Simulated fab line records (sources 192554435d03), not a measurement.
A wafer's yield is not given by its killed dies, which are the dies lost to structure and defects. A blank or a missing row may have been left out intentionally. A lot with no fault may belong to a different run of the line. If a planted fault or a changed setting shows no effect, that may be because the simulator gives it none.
Split-lot experiment	flow n5Finfet	21 wafers read across 7 lots, on a route 1938 steps long

== THE SPLIT ==
At N5_BEOL_M11_ETCH_66 (etches SOC in N2/H2, target depth 120 nm, overetch 24 nm, time 180 s), the setting timeS was moved away from the recipe's 180 s on 7 of the 21 wafers read, by -21.9% to +20.6%. For the rest of the wafers, this setting stayed at what the recipe calls for.

The split's own step is where the reading is taken.

== THE READING ==
SiARC_of_BEOL_M11_COAT_64.thkNm (the simulator's own value, which no gauge read), in nm, at N5_BEOL_M11_ETCH_66 (etches SOC in N2/H2, target depth 120 nm, overetch 24 nm, time 180 s). The file gives no usual value for it. The 14 wafers here that ran the recipe average 22.8 nm, standard deviation 0.24 nm.

wafer	tool, chamber at the split	timeS as run, s	against the recipe	SiARC_of_BEOL_M11_COAT_64.thkNm, nm	against lot-mates on the recipe
L079.1	rieDiel-02, 1	180	recipe	22.8	-
L079.2	rieDiel-02, 3	180	recipe	23.2	-
L079.6	rieDiel-02, 3	140.6	-21.9%	24.8	+1.8
L078.1	rieDiel-05, 2	199.6	+10.9%	22.4	-1.0
L078.4	rieDiel-05, 1	180	recipe	23.4	-
L078.5	rieDiel-05, 1	199.6	+10.9%	22.6	-0.8
L080.1	rieDiel-02, 1,2	180	recipe	22.6	-
L080.2	rieDiel-02, 1,2	180	recipe	22.6	-
L080.3	rieDiel-02, 0	180	recipe	22.8	-
L082.2	rieDiel-02, 1	213.9	+18.8%	21.4	-1.4
L082.4	rieDiel-02, 0	213.9	+18.8%	21.6	-1.2
L082.6	rieDiel-02, 0	180	recipe	22.8	-
L083.1	rieDiel-02, 2,1,2	180	recipe	22.8	-
L083.5	rieDiel-02, 2,1,2	180	recipe	22.8	-
L083.6	rieDiel-02, 2,1,2	180	recipe	22.8	-
L085.4	rieDiel-04, 1	180	recipe	23	-
L085.5	rieDiel-04, 0	180	recipe	22.8	-
L085.6	rieDiel-04, 3	180	recipe	22.4	-
L097.2	rieDiel-05, 2	217.1	+20.6%	21.6	-1.2
L097.3	rieDiel-05, 3	180	recipe	22.8	-
L097.5	rieDiel-05, 3	217.1	+20.6%	21.4	-1.4
Rows listing several chambers each stand for several wafers; the file does not say which wafer went through which chamber.

FIT RESULTS
A straight line over all 21 wafers: SiARC_of_BEOL_M11_COAT_64.thkNm changes by -0.0708 nm for each +1% of timeS; r = -0.94; the points scatter about the line by 0.26 nm.
The same after taking each lot's own level away (the mean of its wafers on the recipe; 21 wafers): -0.0718 nm for each +1%; r = -0.98; scatter 0.16 nm.
According to that fit, moving timeS by its largest amount changes the reading by 1.6 nm.
The span of the lots' own levels, 22.67 to 23.40 nm, comes to 3.1 times the standard deviation stated above.
The two slopes agree, so the slope changes little with the lot-to-lot level.
Check: +1.46 nm against its lot-mates is what the line predicts for one of the wafers moved furthest among these (-21.9%) when that wafer is left out of the fit. It came out at +1.8 nm against them.

== OTHER SPLITS APPLIED TO THESE WAFERS ==
Note: prior to the reading, these wafers also went through further splits. Each is held against what the fit with the lots' levels taken away leaves over:
other split on the same wafers	wafers away from the commonest value	r with SiARC_of_BEOL_M11_COAT_64.thkNm (lot level and that fit taken away)
N5_BEOL_M6_COAT_63 spinRpm	9	-0.02
N5_BEOL_M6_COAT_22 spinRpm	5	-0.03
N5_BEOL_M6_VIA_ETCH_34 timeS	5	+0.04
N5_BEOL_M6_TRENCH_ETCH_37 sourceW	12	+0.11
N5_BEOL_M8_ETCH_65 sourceW	7	-0.02
N5_BEOL_M9_TRENCH_ETCH_37 sourceW	13	-0.15
N5_BEOL_M10_ETCH_41 sourceW	8	-0.01

== THE FILE'S OWN FIT ==
SiARC_of_BEOL_M11_COAT_64.thkNm changes by -0.073 nm for each +1% of timeS, r = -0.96.
